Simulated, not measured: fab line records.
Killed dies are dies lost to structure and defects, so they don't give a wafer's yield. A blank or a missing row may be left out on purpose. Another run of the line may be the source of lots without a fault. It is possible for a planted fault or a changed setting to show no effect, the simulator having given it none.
Matching of chambers + flow n5-finfet + N5_MOL_CONTACT_COAG_ETCH_90 on rie-diel-05 has 4 sister chambers
The step etches SiARC in CF4, target depth 13 nm, time 21.7 s. 4 wafers are shown with their chamber, then 10 later ones without.

== WAFERS, EACH WITH ITS CHAMBER ==
| wafer  | chamber | showerhead-plenum-p-Torr (Torr) |
|--------|---------|---------------------------------|
| L080.6 | 2       | 2.16                            |
| L086.2 | 3       | 2.13                            |
| L088.2 | 0       | 2.15                            |
| L088.5 | 1       | 2.19                            |

== WAFERS MISSING THEIR CHAMBER ==
| wafer  | showerhead-plenum-p-Torr (Torr) |
|--------|---------------------------------|
| L088.6 | 2.15                            |
| L091.3 | 2.15                            |
| L091.4 | 2.15                            |
| L091.6 | 2.19                            |
| L095.1 | 2.14                            |
| L095.4 | 2.12                            |
| L095.5 | 2.12                            |
| L096.3 | 2.12                            |
| L096.5 | 2.12                            |
| L096.6 | 2.14                            |

== CHAMBER TAKEN BY EACH ==
| wafer  | from the rows above          | in truth |
|--------|------------------------------|----------|
| L088.6 | can't be placed: 0 or 2      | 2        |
| L091.3 | can't be placed: 0 or 2      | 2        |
| L091.4 | can't be placed: 0 or 2      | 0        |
| L091.6 | 1                            | 1        |
| L095.1 | can't be placed: 0 or 3 or 2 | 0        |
| L095.4 | 3                            | 3        |
| L095.5 | 3                            | 3        |
| L096.3 | 3                            | 3        |
| L096.5 | 3                            | 3        |
| L096.6 | can't be placed: 0 or 3 or 2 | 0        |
Correctly placed: 5 of 10. Cannot be placed on the basis of these rows: 5; the candidates contain the true chamber in 5. Placed wrongly: 0.
How it was worked out, from the rows above alone: a wafer's distance from a chamber is the root of the sum, over the readings, of the square of ((its reading less the chamber's mean) divided by the reading's scatter). If the next closest chamber is less than 2 further off than the closest, the wafer can't be placed; otherwise it belongs to the closest. For every chamber, the mean is computed from those of its wafers that are shown. The scatter: root of mean squared gap, hidden wafer to nearest shown wafer, with one shown wafer a chamber.
